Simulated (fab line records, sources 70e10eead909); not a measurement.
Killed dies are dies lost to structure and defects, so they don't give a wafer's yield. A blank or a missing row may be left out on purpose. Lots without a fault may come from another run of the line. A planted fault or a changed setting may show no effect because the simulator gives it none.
Chamber matching | flow nand_harc | NHARC_A_STAIRCASE_ETCH_169 on rie_diel-01: 4 sister chambers
The step etches the open film in CH3F/O2, target depth 50 nm, time 107.1 s. 8 wafers are shown with their chamber, then 10 later ones without.

WAFERS WITH THEIR CHAMBER
wafer  | chamber | showerhead_plenum_p_Torr (Torr) | drypump_motor_current_A (A)
L082.2 | 3       | 2.36                            | 6.6
L086.3 | 2       | 2.59                            | 5.8
L086.6 | 0       | 2.63                            | 5.3
L089.1 | 3       | 2.36                            | 6.5
L089.2 | 1       | 2.29                            | 5.7
L089.6 | 0       | 2.62                            | 5.4
L090.2 | 2       | 2.58                            | 5.8
L090.3 | 1       | 2.29                            | 5.6

WAFERS WITHOUT THEIR CHAMBER
wafer  | showerhead_plenum_p_Torr (Torr) | drypump_motor_current_A (A)
L090.5 | 2.62                            | 5.4
L093.4 | 2.35                            | 6.6
L093.5 | 2.35                            | 6.6
L093.6 | 2.58                            | 5.7
L092.4 | 2.35                            | 6.5
L092.5 | 2.58                            | 5.8
L092.6 | 2.35                            | 6.5
L095.2 | 2.62                            | 5.4
L095.5 | 2.62                            | 5.4
L095.6 | 2.35                            | 6.6

WHICH CHAMBER EACH WENT THROUGH
wafer  | from the rows above | in truth
L090.5 | 0                   | 0
L093.4 | 3                   | 3
L093.5 | 3                   | 3
L093.6 | 2                   | 2
L092.4 | 3                   | 3
L092.5 | 2                   | 2
L092.6 | 3                   | 3
L095.2 | 0                   | 0
L095.5 | 0                   | 0
L095.6 | 3                   | 3
Placed correctly: 10 of 10. Can't be placed from these rows: 0. Placed wrongly: 0.
How it was worked out, from the rows above alone: a wafer's distance from a chamber is the root of the sum, over the readings, of the square of ((its reading less the chamber's mean) divided by the reading's scatter). The wafer belongs to the nearest chamber; if the next one is less than 2 further off, it can't be placed. A chamber's mean is the mean of its shown wafers. The scatter: the root of (the sum of the squares of (reading less its chamber's mean) over the shown wafers, divided by (wafers less chambers)).
